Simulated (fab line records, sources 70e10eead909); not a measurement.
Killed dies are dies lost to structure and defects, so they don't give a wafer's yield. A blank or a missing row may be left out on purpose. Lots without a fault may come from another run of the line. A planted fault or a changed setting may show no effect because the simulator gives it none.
Chamber matching | flow nand_harc | NHARC_A_CHANNEL_FILL_D1_ALD_25 on ald_hk-04: 4 sister chambers
The step deposits SiOx, target thk 60 nm, pulse time 10 s, ald cycles 600. 14 wafers are shown with their chamber, then 7 later ones without.

WAFERS WITH THEIR CHAMBER
wafer  | chamber | heater_power_w (W) | susceptor_temp_C (C) | precursor_pulse_height_rel
L281.1 | 2       | 499                | 299.82               | 0.996
L281.5 | 0       | 494                | 299.83               | 1.000
L281.6 | 1       | 585                | 299.91               | 1.006
L282.2 | 2       | 506                | 299.98               | 0.962
L282.4 | 3       | 519                | 300.32               | 1.023
L282.3 | 1       | 583                | 300.09               | 1.025
L286.2 | 2       | 497                | 299.72               | 0.980
L286.3 | 1       | 592                | 299.83               | 0.988
L286.4 | 0       | 480                | 299.94               | 1.012
L290.1 | 3       | 516                | 299.98               | 0.981
L290.2 | 2       | 505                | 300.01               | 0.983
L290.4 | 1       | 577                | 300.18               | 1.002
L292.1 | 0       | 480                | 300.50               | 1.015
L292.3 | 2       | 497                | 299.89               | 1.019

SIGNATURES (means of the wafers above)
reading                    | chamber 0 | chamber 1 | chamber 2 | chamber 3 | scatter within a chamber
heater_power_w             | 484.67    | 584.25    | 500.80    | 517.50    | 5.72
susceptor_temp_C           | 300.0900  | 300.0025  | 299.8840  | 300.1500  | 0.212
precursor_pulse_height_rel | 1.00900   | 1.00525   | 0.98800   | 1.00200   | 0.0187
Rule: a wafer's distance from a chamber is the root of the sum, over the readings, of the square of ((its reading less the chamber's mean) divided by the reading's scatter). The wafer belongs to the nearest chamber; if the next one is less than 2 further off, it can't be placed. The scatter: the root of (the sum of the squares of (reading less its chamber's mean) over the shown wafers, divided by (wafers less chambers)).

WAFERS WITHOUT THEIR CHAMBER
wafer  | heater_power_w (W) | susceptor_temp_C (C) | precursor_pulse_height_rel
L294.1 | 591                | 299.74               | 1.001
L295.4 | 508                | 299.87               | 0.990
L295.1 | 491                | 299.96               | 0.998
L295.6 | 500                | 299.81               | 1.016
L297.3 | 515                | 299.99               | 1.010
L297.5 | 519                | 300.40               | 1.041
L297.6 | 498                | 299.79               | 1.018

WHICH CHAMBER EACH WENT THROUGH
wafer  | from the rows above          | in truth
L294.1 | 1                            | 1
L295.4 | can't be placed: 2 or 3      | 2
L295.1 | can't be placed: 0 or 2      | 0
L295.6 | can't be placed: 2 or 0 or 3 | 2
L297.3 | can't be placed: 3 or 2      | 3
L297.5 | 3                            | 3
L297.6 | can't be placed: 2 or 0      | 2
Placed correctly: 2 of 7. Can't be placed from these rows: 5 (the true chamber is among the candidates in 5). Placed wrongly: 0.
